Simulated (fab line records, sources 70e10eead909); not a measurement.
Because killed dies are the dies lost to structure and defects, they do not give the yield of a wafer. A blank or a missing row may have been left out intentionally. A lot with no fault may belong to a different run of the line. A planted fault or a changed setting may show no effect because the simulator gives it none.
Chamber matching | flow nandHarc | 3 sister chambers for NHARC_A_M1_DEP_33 on pecvd-02
The step deposits SiCN, target thk 30 nm. 27 wafers are shown with their chamber, then 12 later ones without.

WAFERS PAIRED WITH THEIR CHAMBERS
wafer  | chamber | heaterPowerW (W)
L076.2 | 0       | 560
L076.3 | 2       | 569
L076.6 | 1       | 509
L075.2 | 2       | 581
L075.4 | 1       | 486
L075.6 | 0       | 577
L074.1 | 1       | 511
L074.2 | 2       | 605
L074.3 | 0       | 621
L077.4 | 1       | 529
L077.5 | 0       | 511
L077.6 | 2       | 573
L080.3 | 1       | 571
L080.4 | 0       | 594
L080.5 | 1       | 567
L084.1 | 0       | 530
L084.3 | 1       | 434
L084.6 | 2       | 534
L086.4 | 1       | 473
L086.5 | 2       | 631
L086.6 | 0       | 596
L088.2 | 0       | 591
L088.4 | 2       | 579
L088.5 | 1       | 492
L089.1 | 0       | 563
L089.3 | 1       | 472
L089.6 | 1       | 443

SIGNATURES (averages over the wafers above)
reading      | chamber 0 | chamber 1 | chamber 2 | scatter within a chamber
heaterPowerW | 571.44    | 498.82    | 581.71    | 38.2
Rule: for a wafer and a chamber, the distance is found by dividing, reading by reading, the gap between the wafer's reading and the chamber's mean by the reading's scatter, squaring, summing and taking the root. The wafer belongs to the nearest chamber; if the next one is less than 2 further off, it can't be placed. How the scatter is found: for the shown wafers, subtract from each reading the mean of its chamber, square and add these, divide the total by (wafers less chambers), then take the root.

WAFERS MISSING THEIR CHAMBER
wafer  | heaterPowerW (W)
L091.2 | 623
L091.3 | 594
L091.5 | 610
L093.1 | 490
L093.3 | 566
L093.5 | 494
L094.2 | 628
L094.4 | 592
L094.6 | 469
L097.2 | 512
L097.3 | 630
L097.4 | 534

CHAMBER TAKEN BY EACH
wafer  | from the rows above          | in truth
L091.2 | can't be placed: 2 or 0      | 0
L091.3 | can't be placed: 2 or 0      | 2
L091.5 | can't be placed: 2 or 0      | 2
L093.1 | can't be placed: 1 or 0      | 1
L093.3 | can't be placed: 0 or 2 or 1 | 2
L093.5 | can't be placed: 1 or 0      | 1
L094.2 | can't be placed: 2 or 0      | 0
L094.4 | can't be placed: 2 or 0      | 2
L094.6 | can't be placed: 1 or 0      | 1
L097.2 | can't be placed: 1 or 0 or 2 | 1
L097.3 | can't be placed: 2 or 0      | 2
L097.4 | can't be placed: 1 or 0 or 2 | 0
Correct placement for 0 of the 12. Can't be placed from these rows: 12 (the true chamber is among the candidates in 12). 0 placed wrongly.
